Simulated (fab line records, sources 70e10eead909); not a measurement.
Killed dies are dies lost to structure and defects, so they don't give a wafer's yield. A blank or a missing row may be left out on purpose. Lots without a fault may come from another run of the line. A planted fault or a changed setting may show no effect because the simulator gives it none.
fab line records | flow nand_harc | part 2 of 2: steps 5 to 6 of 6
record lots=23 wafers=69 last_day=33
route steps=1302 shown A_STAIRCASE@673
lots that met no fault: from a run of the same line without faults
start_h: hours from the record's first day to the start of the lot's first wafer shown | wait_h: hours since the lot's step before | " the same as in the row above | L1.1+2: a row that stands for several wafers | - no value, or no start given | * or withheld: withheld | < > ~ a bound
route shown NAME@n: a module of which the file shows steps, and the number in the route of the first | usual: mean/standard deviation of fault-free wafers | same: alike in all rows | chamber/n: place in a boat | sites: the reading at each site | _std_site: their standard deviation | _edge_site: outer sites' mean less inner sites' | radius_mm: how far each site lies from the wafer's centre | mask NAME#n: copy n | behind: the tool/chamber that last shaped the wafer | hold: why the lot was held/for how many hours/how that ended | device: the transistor (n, p or np) that didn't switch | end of line: the same wafers' tests at the end of the route | a step without rows: its recipe alone | killed: dies lost to structure and defects at the first sort, not the wafer's yield | map: a wafer's dies, x killed, . not, _ none there
set.NAME: the setting as run; set.NAME@STEP: as run at that earlier step | model.NAME: the simulator's own value behind a step, which no gauge read
steps of the route over a sample of lots; a table a step, a row a wafer
services: from which hour (start_h, from the record's first day; less than 0 if before it) a tool's chamber was out of use, for how many hours, and why
## steps
# step NHARC_A_STAIRCASE_TRIM_189
# recipe time_s=211.2 o2_flow_sccm=500 ar_flow_sccm=0 bias_w=0 chemistry=O2
# usual drypump_motor_current_A=5.6/0.44 oes_product_au=0.998/0.011 rf_vpp_V=57.8/0.99 showerhead_plenum_p_Torr=3.54/0.12 throttle_valve_pct=17.037/0.0093
# same bias_w=0
# columns lot.wafer tool chamber start_h wait_h drypump_motor_current_A oes_product_au rf_hours_counter_h rf_vpp_V showerhead_plenum_p_Torr throttle_valve_pct
L074.4 rie_diel-03 0 - - 5.3 1.021 9 58.0 3.45 17.031
L074.3 " 2 " " 4.8 0.996 20 58.0 3.46 17.032
L074.6 " 0 " " 5.3 1.023 - 56.0 3.45 17.045
L075.2 rie_diel-08 3 - - 5.0 0.998 50 58.4 3.60 17.024
L075.1 " 0 " " 5.6 1.006 56 57.4 3.59 17.048
L075.4 " 2 " " 5.7 0.997 48 57.8 3.37 17.039
L076.2 rie_diel-08 1 - - 5.6 1.007 0 58.2 3.75 17.057
L076.4 " 2 " " 5.7 1.001 0 57.8 3.37 17.025
L076.5 " 3 " " 5.0 0.996 - 57.4 3.60 17.036
L077.1 rie_diel-03 1 - - 6.1 1.000 32 56.3 3.49 17.034
L077.6 " 0 " " 5.3 1.006 - 58.5 3.44 17.050
L077.5 " 1 " " 6.1 1.007 - 58.4 3.49 17.038
L078.4 rie_diel-09 3 - - 6.6 0.996 25 58.4 3.54 17.041
L078.1 " 1 " " 5.7 0.990 22 56.4 3.50 17.038
L078.6 " 0 " " 5.8 0.978 - 56.4 3.48 17.036
L080.3 rie_diel-09 1 - - 5.7 0.998 25 58.9 3.50 17.019
L080.6 " 3 " " 6.6 1.005 - 55.8 3.53 17.039
L080.5 " 0 " " 5.7 0.983 - 56.4 3.47 17.040
L079.4 rie_diel-08 1 - - 5.6 0.993 8 57.9 3.74 17.040
L079.2 " 0 " " 5.6 1.001 7 58.2 3.59 17.037
L079.6 " 2 " " 5.7 1.003 - 55.9 3.36 17.047
L082.2 rie_diel-03 0 - - 5.3 1.017 38 56.6 3.43 17.052
L082.4 " 1 " " 6.1 1.006 - 58.7 3.48 17.044
L082.5 " 3 " " 5.7 1.006 - 59.2 3.78 17.021
L083.4 rie_diel-08 3 - - 5.0 0.984 21 58.7 3.58 17.031
L083.2 " 0 " " 5.6 0.989 16 57.3 3.58 17.023
L083.6 " 1 " " 5.6 0.991 - 57.2 3.74 17.024
L084.2 rie_diel-09 0 - - 5.8 0.986 40 58.2 3.47 17.036
L084.1 " 1 " " 5.7 1.000 41 57.0 3.49 17.043
L084.4 " 3 " " 6.6 1.004 47 57.2 3.52 17.046
L085.4 rie_diel-08 1 - - 5.6 0.997 24 60.4 3.73 17.019
L085.3 " 3 " " 5.0 0.998 28 58.6 3.58 17.043
L085.6 " 1 " " 5.6 0.991 - 59.0 3.73 17.029
L086.2 rie_diel-09 1 - - 5.7 1.002 50 59.0 3.48 17.037
L086.1 " 2 " " 5.5 0.970 55 58.1 3.59 17.028
L086.6 " 0 " " 5.8 0.982 - 58.8 3.46 17.033
L087.3 rie_diel-08 2 - - 5.8 0.985 35 58.1 3.35 17.026
L087.2 " 3 " " 5.0 1.006 36 57.7 3.57 17.050
L087.6 " 3 " " 5.0 1.004 - 59.2 3.57 17.045
L089.4 rie_diel-03 2 - - 4.8 1.005 12 57.1 3.44 17.033
L089.3 " 0 " " 5.3 1.017 9 59.2 3.42 17.038
L089.5 " 3 " " 5.7 1.007 - 59.3 3.77 17.029
L088.4 rie_diel-03 1 - - 6.1 1.002 12 59.2 3.47 17.015
L088.2 " 2 " " 4.8 1.000 12 59.1 3.44 17.031
L088.5 " 1 " " 6.1 0.990 - 56.1 3.47 17.031
L090.1 rie_diel-09 1 - - 5.7 0.984 3 59.6 3.48 17.043
L090.6 " 3 " " 6.6 1.005 - 57.1 3.52 17.041
L090.5 " 1 " " 5.7 0.978 - 58.1 3.48 17.030
L091.4 rie_diel-08 3 - - 5.0 1.012 51 56.4 3.57 17.028
L091.2 " 0 " " 5.6 1.004 49 56.5 3.56 17.048
L091.6 " 0 " " 5.6 1.018 - 58.7 3.56 17.040
L092.2 rie_diel-03 2 - - 4.8 0.982 29 56.8 3.43 17.027
L092.3 " 0 " " 5.3 1.013 20 58.8 3.42 17.044
L092.5 " 2 " " 4.8 0.990 - 57.3 3.43 17.052
L093.1 rie_diel-03 1 - - 6.1 1.000 30 58.3 3.46 17.042
L093.4 " 3 " " 5.7 1.006 27 58.5 3.76 17.047
L093.2 " 0 " " 5.3 1.012 20 58.8 3.42 17.043
L094.2 rie_diel-08 2 - - 5.7 1.010 0 58.0 3.34 17.033
L094.5 " 1 " " 5.6 1.006 - 59.1 3.72 17.049
L094.6 " 2 " " 5.8 1.007 - 56.0 3.34 17.024
L095.3 rie_diel-03 0 - - 5.3 1.011 31 57.0 3.41 17.035
L095.5 " 3 " " 5.7 1.012 - 58.4 3.75 17.038
L095.6 " 0 " " 5.3 1.014 - 58.1 3.41 17.038
L096.4 rie_diel-08 0 - - 5.6 1.002 7 59.3 3.56 17.051
L096.5 " 2 " " 5.7 0.997 - 57.9 3.34 17.037
L096.6 " 3 " " 5.0 0.995 - 58.1 3.56 17.051
L097.3 rie_diel-08 0 - - 5.6 1.020 9 57.7 3.56 17.045
L097.6 " 0 " " 5.6 1.005 - 58.2 3.56 17.049
L097.5 " 1 " " 5.6 1.001 - 59.7 3.71 17.034
# step NHARC_A_STAIRCASE_TRIM_191
# recipe time_s=211.2 o2_flow_sccm=500 ar_flow_sccm=0 bias_w=0 chemistry=O2
# usual drypump_motor_current_A=5.6/0.43 oes_product_au=0.999/0.012 rf_vpp_V=57.9/0.86 showerhead_plenum_p_Torr=3.54/0.12 throttle_valve_pct=17.036/0.0085
# same bias_w=0
# columns lot.wafer tool chamber start_h wait_h drypump_motor_current_A oes_product_au rf_hours_counter_h rf_vpp_V showerhead_plenum_p_Torr throttle_valve_pct
L074.4 rie_diel-03 1 - - 6.2 1.008 21 56.7 3.49 17.030
L074.3 " 2 " " 4.8 1.005 21 57.2 3.46 17.045
L074.6 " 1 " " 6.1 1.020 - 57.1 3.49 17.024
L075.2 rie_diel-08 3 - - 5.0 1.005 50 58.2 3.60 17.030
L075.4 " 0 " " 5.6 1.008 57 58.8 3.59 17.026
L075.1 " 1 " " 5.6 1.000 53 58.3 3.75 17.041
L076.2 rie_diel-08 1 - - 5.6 0.998 0 59.1 3.75 17.041
L076.4 " 2 " " 5.7 0.989 0 58.5 3.37 17.030
L076.5 " 0 " " 5.6 1.008 - 55.8 3.59 17.035
L077.1 rie_diel-03 3 - - 5.6 1.001 32 59.5 3.79 17.041
L077.5 " 1 " " 6.1 1.000 - 57.3 3.49 17.034
L077.6 " 2 " " 4.8 1.004 - 57.1 3.46 17.045
L078.4 rie_diel-09 3 - - 6.6 0.990 25 57.4 3.53 17.027
L078.1 " 1 " " 5.7 0.985 22 60.5 3.50 17.032
L078.6 " 2 " " 5.5 0.987 - 59.4 3.61 17.042
L080.3 rie_diel-09 2 - - 5.5 0.987 28 57.2 3.61 17.039
L080.5 " 2 " " 5.5 0.985 - 57.4 3.61 17.028
L080.6 " 3 " " 6.6 1.000 - 58.3 3.53 17.028
L079.2 rie_diel-08 1 - - 5.6 1.011 8 59.2 3.74 17.036
L079.4 " 0 " " 5.6 0.999 7 58.2 3.59 17.039
L079.6 " 2 " " 5.7 1.004 - 56.9 3.36 17.030
L082.2 rie_diel-03 3 - - 5.7 1.005 49 56.7 3.78 17.039
L082.4 " 3 " " 5.7 0.999 - 57.9 3.78 17.044
L082.5 " 0 " " 5.3 1.018 - 58.6 3.43 17.038
L083.2 rie_diel-08 0 - - 5.6 0.991 16 56.9 3.58 17.030
L083.4 " 1 " " 5.6 0.987 17 58.9 3.74 17.029
L083.6 " 1 " " 5.6 0.991 - 58.5 3.74 17.039
L084.4 rie_diel-09 0 - - 5.8 0.976 40 57.9 3.47 17.049
L084.2 " 2 " " 5.5 0.991 48 58.7 3.60 17.033
L084.1 " 3 " " 6.6 0.995 47 58.8 3.52 17.045
L085.4 rie_diel-08 0 - - 5.6 1.009 23 58.1 3.58 17.027
L085.3 " 1 " " 5.6 0.994 24 57.1 3.73 17.034
L085.6 " 0 " " 5.6 1.008 - 57.9 3.58 17.030
L086.2 rie_diel-09 0 - - 5.8 0.977 49 58.1 3.46 17.037
L086.1 " 1 " " 5.7 0.989 50 58.1 3.48 17.038
L086.6 " 1 " " 5.7 1.003 - 59.3 3.48 17.024
L087.3 rie_diel-08 1 - - 5.6 1.006 32 58.4 3.73 17.027
L087.2 " 2 " " 5.7 0.991 35 57.0 3.35 17.033
L087.6 " 0 " " 5.6 1.003 - 57.6 3.57 17.043
L089.3 rie_diel-03 1 - - 6.1 1.002 12 57.8 3.46 17.033
L089.4 " 3 " " 5.7 1.016 10 58.3 3.77 17.034
L089.5 " 2 " " 4.8 1.008 - 57.4 3.44 17.034
L088.4 rie_diel-03 2 - - 4.8 1.007 12 56.4 3.44 17.048
L088.2 " 3 " " 5.7 1.008 10 57.8 3.77 17.022
L088.5 " 2 " " 4.8 0.999 - 58.3 3.44 17.045
L090.1 rie_diel-09 3 - - 6.6 0.999 3 59.4 3.52 17.046
L090.5 " 1 " " 5.7 0.995 - 56.9 3.48 17.029
L090.6 " 2 " " 5.5 1.002 - 57.2 3.59 17.043
L091.4 rie_diel-08 2 - - 5.7 0.978 49 58.3 3.34 17.050
L091.2 " 0 " " 5.6 0.992 49 57.9 3.56 17.048
L091.6 " 1 " " 5.6 0.993 - 57.3 3.72 17.037
L092.2 rie_diel-03 2 - - 4.8 0.994 29 58.3 3.43 17.044
L092.3 " 0 " " 5.3 1.027 20 57.1 3.42 17.048
L092.5 " 3 " " 5.6 1.016 - 57.0 3.76 17.021
L093.4 rie_diel-03 0 - - 5.3 1.010 20 58.4 3.42 17.051
L093.1 " 1 " " 6.1 1.001 30 58.6 3.46 17.042
L093.2 " 2 " " 4.9 0.995 30 57.4 3.43 17.029
L094.2 rie_diel-08 0 - - 5.6 1.001 0 57.1 3.56 17.048
L094.6 " 2 " " 5.7 0.996 - 57.7 3.34 17.043
L094.5 " 3 " " 5.0 0.991 - 58.4 3.56 17.044
L095.3 rie_diel-03 0 - - 5.3 1.022 31 57.6 3.41 17.037
L095.6 " 3 " " 5.7 1.015 - 59.2 3.75 17.051
L095.5 " 0 " " 5.2 1.024 - 58.8 3.41 17.048
L096.4 rie_diel-08 1 - - 5.6 1.001 7 57.7 3.71 17.037
L096.6 " 1 " " 5.6 1.001 - 58.3 3.71 17.029
L096.5 " 2 " " 5.7 0.993 - 56.8 3.34 17.036
L097.3 rie_diel-08 2 - - 5.7 0.993 11 58.0 3.34 17.029
L097.5 " 3 " " 5.0 0.994 - 57.8 3.56 17.037
L097.6 " 0 " " 5.6 1.010 - 57.3 3.56 17.034
## services
# columns tool chamber start_h hours kind
plasma_asher-01 - 342.05 9.0 pm
rie_diel-08 0 347.25 - clean
rie_diel-08 1 347.25 - clean
rie_diel-08 2 347.25 - clean
rie_diel-08 3 347.25 - clean
rie_diel-08 3 349.43 7.0 repair
rie_diel-08 - 368.21 9.0 pm
rie_diel-08 0 368.21 9.0 vent_cycle
rie_diel-08 1 368.21 9.0 vent_cycle
rie_diel-08 2 368.21 9.0 vent_cycle
rie_diel-08 3 368.21 9.0 vent_cycle
rie_diel-08 0 377.21 - clean
rie_diel-08 1 377.21 - clean
rie_diel-08 2 377.21 - clean
rie_diel-08 0 390.98 3.2 repair
plasma_asher-02 - 426.00 9.0 pm
rie_diel-03 2 432.20 15.3 repair
rie_diel-08 - 444.42 3.7 repair
rie_diel-03 - 458.56 9.0 pm
plasma_asher-02 - 489.32 10.3 repair
rie_diel-09 - 499.68 9.0 pm
plasma_asher-01 - 519.05 9.0 pm
rie_diel-08 1 542.38 3.7 repair
rie_diel-08 - 545.21 9.0 pm
